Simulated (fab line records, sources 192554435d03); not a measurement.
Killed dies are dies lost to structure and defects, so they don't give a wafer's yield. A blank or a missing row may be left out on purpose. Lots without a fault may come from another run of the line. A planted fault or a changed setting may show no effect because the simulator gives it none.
A struck lot beside a sound one | flow n5_finfet | 15 steps out of a route of 1938
Sound: wafers L865.1, L865.2, L865.5. Struck: wafer L864.4. (L864.5, L864.6 of the same lot were not struck and are left out.) The cause comes at the end.
At each step with rows: each side's tool, then ch and its chambers, then its first start. Under that, the readings that differ: sound wafers | struck wafers | difference of the means | sigmas: that difference in standard deviations of wafers without a fault.
alike: readings whose means differ by less than 2 such deviations, and words and numbers that are the same on both sides. not compared: withheld readings, readings that some wafer has no value for, bounds like >300 that may hide the same value, and numbers for which the record gives no deviation and whose values overlap.
The two part at a step that has a row with sigmas, a row that says differs or no value, or rows on one side only. Numbers that don't overlap but have no deviation are shown without sigmas and don't part them. A reading that every wafer of one side lacks parts them only if that side has two wafers or more.

N5_HKMG_FIN_CD_MEAS_12: target cd 92.8 nm.
  sound on cd_sem-02 ch 0, day 8 22:52; struck on cd_sem-03 ch 0, day 8 16:05
  alike: cd_nm
N5_HKMG_FIN_OVL_MEAS_13:
  sound on overlay-02 ch 0, day 8 22:53; struck on overlay-01 ch 0, day 8 16:07
  alike: NWFM_OVL
N5_HKMG_FIN_INSPECT_14: inspects for defects (macro).
  sound on defect_inspect-02, day 8 22:55; struck on defect_inspect-02, day 8 16:08
  alike: raw_defect_count
N5_HKMG_FIN_DESCUM_17: chemistry O2, time 7.9 s.
  sound on rie_diel-02 ch 0,1, day 8 22:57; struck on rie_diel-05 ch 2, day 8 16:11
  reading                     | sound       | struck | difference | sigmas
  drypump_motor_current_A (A) | 5.5 5.0 5.0 | 6.6    | +1.4       | +2
  alike: oes_product_au, rf_vpp_V, showerhead_plenum_p_Torr, throttle_valve_pct
  not compared: rf_hours_counter_h
N5_HKMG_FIN_ETCH_31: etches SiARC in CF4, target depth 45.5 nm, time 75.8 s.
  sound on rie_diel-02 ch 0,1, day 8 22:59; struck on rie_diel-05 ch 2, day 8 16:14
  reading                     | sound       | struck | difference | sigmas
  drypump_motor_current_A (A) | 5.5 5.1 5.1 | 6.6    | +1.4       | +2
  alike: etch_rf_on_time_s, oes_product_au, rf_vpp_V, showerhead_plenum_p_Torr, throttle_valve_pct
  not compared: rf_hours_counter_h
N5_HKMG_FIN_ETCH_32: etches SOC in N2/H2, target depth 240 nm, time 300 s.
  sound on rie_diel-02 ch 0,1, day 8 23:02; struck on rie_diel-05 ch 2, day 8 16:22
  reading                     | sound       | struck | difference | sigmas
  drypump_motor_current_A (A) | 5.6 5.1 5.1 | 6.6    | +1.3       | +2
  alike: oes_product_au, rf_vpp_V, showerhead_plenum_p_Torr, throttle_valve_pct
  not compared: rf_hours_counter_h
then, 1 step without rows for these wafers: N5_HKMG_FIN_STRIP_33 (strips in N2/H2).
N5_HKMG_FIN_STRIP_34: strips in CF4.
  sound on rie_diel-02 ch 0,1, day 8 23:14; struck on rie_diel-05 ch 2, day 8 16:28
  reading                     | sound       | struck | difference | sigmas
  drypump_motor_current_A (A) | 5.5 5.0 5.1 | 6.6    | +1.4       | +2
  alike: oes_product_au, rf_vpp_V, showerhead_plenum_p_Torr, throttle_valve_pct
  not compared: rf_hours_counter_h
N5_HKMG_FIN_ETCH_35: etches SOC in N2/H2, target depth 215.8 nm, time 243.4 s.
  sound on rie_diel-02 ch 0,1, day 8 23:15; struck on rie_diel-05 ch 2, day 8 16:33
  reading                     | sound          | struck | difference | sigmas
  drypump_motor_current_A (A) | 5.6 5.1 5.0    | 6.6    | +1.4       | +2
  oes_product_au (a.u.)       | 0.88 0.89 0.90 | 0.71   | -0.18      | -2
  alike: rf_vpp_V, showerhead_plenum_p_Torr, throttle_valve_pct
  not compared: rf_hours_counter_h
then, 3 steps without rows for these wafers: N5_HKMG_FIN_STRIP_92 (strips SOC in N2/H2, time 20 s); N5_HKMG_FIN_WET_ETCH_18 (etches TiN in SC1, time 55 s, target depth 5.2 nm, rinse time 30 s); N5_HKMG_FIN_STRIP_19 (strips in N2/H2, time 360 s).
N5_HKMG_FIN_ALD_91: deposits TiN, target thk 1 nm, pulse time 1 s, purge time 3 s.
  sound on ald_metal-01 ch 0,1, day 8 23:56; struck on ald_metal-04 ch 1, day 8 17:10
  reading    | sound    | struck | difference | sigmas
  ald_cycles | 47 47 47 | 53     | +6         |
  alike: heater_power_w, precursor_pulse_height_rel
then, 2 steps without rows for these wafers: N5_HKMG_FIN_COAT_85 (time 60 s, resist thk 300 nm); N5_PASSIVATION_PROBE_49.

WHERE THEY PART
First at N5_HKMG_FIN_DESCUM_17; last, within this record, at N5_HKMG_FIN_ETCH_35. Later steps at which nothing parts them and some readings are alike: N5_HKMG_FIN_ALD_91.

WHY: what the simulator had put in
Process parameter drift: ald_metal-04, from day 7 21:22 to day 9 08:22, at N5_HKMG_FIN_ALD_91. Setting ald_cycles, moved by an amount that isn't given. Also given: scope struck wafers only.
